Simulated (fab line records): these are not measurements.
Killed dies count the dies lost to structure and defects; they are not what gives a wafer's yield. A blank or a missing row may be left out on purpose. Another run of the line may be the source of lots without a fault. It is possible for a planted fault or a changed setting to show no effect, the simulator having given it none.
Which tool was responsible?	flow nand_harc	13 lots with 39 wafers sampled at 5 steps, on a route of 1159 steps

WHAT EACH GAUGE READ, for each wafer
NHARC_A_M1_THK_MEAS_24: measures by xrf.
lot	measured	on	thk_nm (nm)
L464	day 18 02:32	film_metro-02	154.8 155.3 151.8
L467	day 18 13:43	film_metro-02	152.5 154.2 150.9
L468	day 18 09:40	film_metro-02	154.3 154.2 156.6
L466	day 18 19:17	film_metro-01	155.3 152.9 153.4
L469	day 19 03:55	film_metro-01	154.7 153.2 153.1
L471	day 19 05:13	film_metro-01	156.0 151.2 153.1
L470	day 19 17:32	film_metro-01	153.0 151.7 153.6
L472	day 20 00:23	film_metro-01	155.0 154.2 152.3
L473	day 20 01:13	film_metro-01	153.9 155.5 153.7
L474	day 20 16:10	film_metro-02	152.7 153.5 155.9
L476	day 20 17:02	film_metro-01	152.4 155.4 154.7
L475	day 21 00:25	film_metro-02	153.3 154.8 153.8
L477	day 20 16:34	film_metro-01	155.7 155.4 155.5

NHARC_THIN_TSV_CD_MEAS_16.
lot	measured	on	cd_nm (nm)
L464	day 19 03:30	cd_sem-01	999.1 999.8 997.0
L467	day 19 11:30	cd_sem-02	1000.9 1001.5 999.7
L468	day 19 07:01	cd_sem-03	1003.0 1005.8 1004.7
L466	day 19 12:53	cd_sem-02	999.9 1003.6 1002.8
L469	day 19 22:42	cd_sem-03	1005.7 1005.1 1006.5
L471	day 19 23:55	cd_sem-03	999.4 1002.5 998.1
L470	day 20 12:01	cd_sem-03	997.3 993.4 999.9
L472	day 20 20:22	cd_sem-01	997.5 996.9 997.5
L473	day 20 19:09	cd_sem-03	995.6 1003.0 997.3
L474	day 21 11:46	cd_sem-01	999.4 997.4 996.5
L476	day 21 12:57	cd_sem-03	998.7 1000.8 1001.5
L475	day 21 19:34	cd_sem-02	998.0 999.7 1005.4
L477	day 21 14:09	cd_sem-02	1003.2 998.5 1003.0

NHARC_END_SORT_01.
lot	measured	on	killed_at_array	killed_at_other	killed_at_periphery	killed_dies	killed_open	killed_short
L475	day 22 21:02	prober-01	56 59 60	4 4 2	4 1 0	64 64 62	5 2 2	1 1 1
L477	day 22 11:36	prober-01	78 77 82	4 3 5	1 3 4	83 83 91	4 5 4	1 2 2

TOOL THAT RAN EACH LOT (tool first, then ch and the chambers of the sampled wafers, then the start)
lot	NHARC_A_CHANNEL_FILL_D1_ALD_03	NHARC_A_BONDPAD_ETCH_24
L464	ald_sin_batch-01 ch 0, day 8 23:11	rie_diel-09 ch 0,1,2, day 19 03:30 or earlier
L467	ald_sin_batch-02 ch 0, day 9 13:01	rie_diel-09 ch 2,3, day 19 11:30 or earlier
L468	ald_sin_batch-02 ch 0, day 9 13:01	rie_diel-09 ch 0,1,2, day 19 07:01 or earlier
L466	ald_sin_batch-01 ch 0, day 9 18:01	rie_diel-09 ch 0,1,2, day 19 12:53 or earlier
L469	ald_sin_batch-01 ch 0, day 10 06:31	rie_diel-11 ch 1,3, day 19 22:42 or earlier
L471	ald_sin_batch-01 ch 0, day 10 06:31	rie_diel-11 ch 1,3, day 19 23:55 or earlier
L470	ald_sin_batch-01 ch 0, day 10 10:40	rie_diel-09 ch 0,2,3, day 20 12:01 or earlier
L472	ald_sin_batch-01 ch 0, day 11 02:07	rie_diel-11 ch 0,1,3, day 20 20:22 or earlier
L473	ald_sin_batch-01 ch 0, day 11 02:07	rie_diel-11 ch 1,3, day 20 19:09 or earlier
L474	ald_sin_batch-03 ch 0, day 12 00:20	rie_diel-09 ch 0,2, day 21 11:46 or earlier
L476	ald_sin_batch-03 ch 0, day 12 00:20	rie_diel-09 ch 0,1,3, day 21 12:57 or earlier
L475	ald_sin_batch-01 ch 0, day 12 04:14	rie_diel-11 ch 0,1,3, day 21 19:34 or earlier
L477	ald_sin_batch-01 ch 0, day 12 04:14	rie_diel-09 ch 0,2,3, day 21 14:09 or earlier
- NHARC_A_CHANNEL_FILL_D1_ALD_03: deposits SiNx, target thk 6 nm, pulse time 60 s, ald cycles 58.
- NHARC_A_BONDPAD_ETCH_24: etches the open film in CF4/N2, target depth 30 nm, time 72.99 s.

WHAT THE TOOLS THEMSELVES READ (means of the sampled wafers that have a number; where no wafer has one, the mark that the record gives instead)
NHARC_A_CHANNEL_FILL_D1_ALD_03.
lot	tool	precursor_pulse_height_rel
L464	ald_sin_batch-01	1.015
L467	ald_sin_batch-02	0.989
L468	ald_sin_batch-02	1.013
L466	ald_sin_batch-01	0.971
L469	ald_sin_batch-01	1.005
L471	ald_sin_batch-01	0.984
L470	ald_sin_batch-01	0.971
L472	ald_sin_batch-01	0.995
L473	ald_sin_batch-01	1.015
L474	ald_sin_batch-03	0.963
L476	ald_sin_batch-03	1.031
L475	ald_sin_batch-01	1.007
L477	ald_sin_batch-01	0.996

NHARC_A_BONDPAD_ETCH_24.
lot	tool	chamber_pressure_mTorr (mTorr)	drypump_motor_current_A (A)	oes_product_au (a.u.)	rf_vpp_V (V)	showerhead_plenum_p_Torr (Torr)	throttle_valve_pct (%)
L464	rie_diel-09	30.013	6.1	1.003	315.6	2.70	19.795
L467	rie_diel-09	30.010	5.3	1.009	314.4	2.65	19.792
L468	rie_diel-09	29.995	6.1	0.995	315.1	2.70	19.795
L466	rie_diel-09	29.997	6.1	0.993	315.6	2.70	19.790
L469	rie_diel-11	29.996	5.3	1.005	312.8	2.51	19.788
L471	rie_diel-11	30.029	5.3	1.002	311.5	2.51	19.801
L470	rie_diel-09	29.990	5.7	1.000	315.7	2.67	19.792
L472	rie_diel-11	29.981	5.5	1.003	311.8	2.49	19.793
L473	rie_diel-11	30.001	5.3	1.011	311.1	2.51	19.808
L474	rie_diel-09	29.999	5.8	1.004	316.5	2.75	19.794
L476	rie_diel-09	30.014	6.0	0.999	313.8	2.62	19.795
L475	rie_diel-11	30.006	5.5	1.005	311.5	2.49	19.804
L477	rie_diel-09	29.994	5.7	1.006	314.8	2.67	19.794

THE ANSWER, worked out from the rows above alone
Rule: what is usual is taken from the lots themselves. Put in order of their means at a reading, lots are off if they are a third of the lots or fewer, leave a main group of 4 or more, and stand apart from it by a gap of 3 or more times the standard deviation of the main group's means; of several such gaps the widest counts. A main group whose means are all the same, to the digits that the tables above print for the reading, isn't used. Also off: a lot with no number at a reading for which 4 or more lots have one. Where the step has rows for the other lots, those lots are counted as sound. After the gauges, taken in route order, come the tools' own readings; for these a lot's mean is taken, as printed above. The first step at which some lot is off is used, and at that step the reading that is off furthest; a lot without a number counts as furthest.
No lot is off at any reading shown: from this, nothing can be told.

WHAT THE SIMULATOR HAD PUT IN
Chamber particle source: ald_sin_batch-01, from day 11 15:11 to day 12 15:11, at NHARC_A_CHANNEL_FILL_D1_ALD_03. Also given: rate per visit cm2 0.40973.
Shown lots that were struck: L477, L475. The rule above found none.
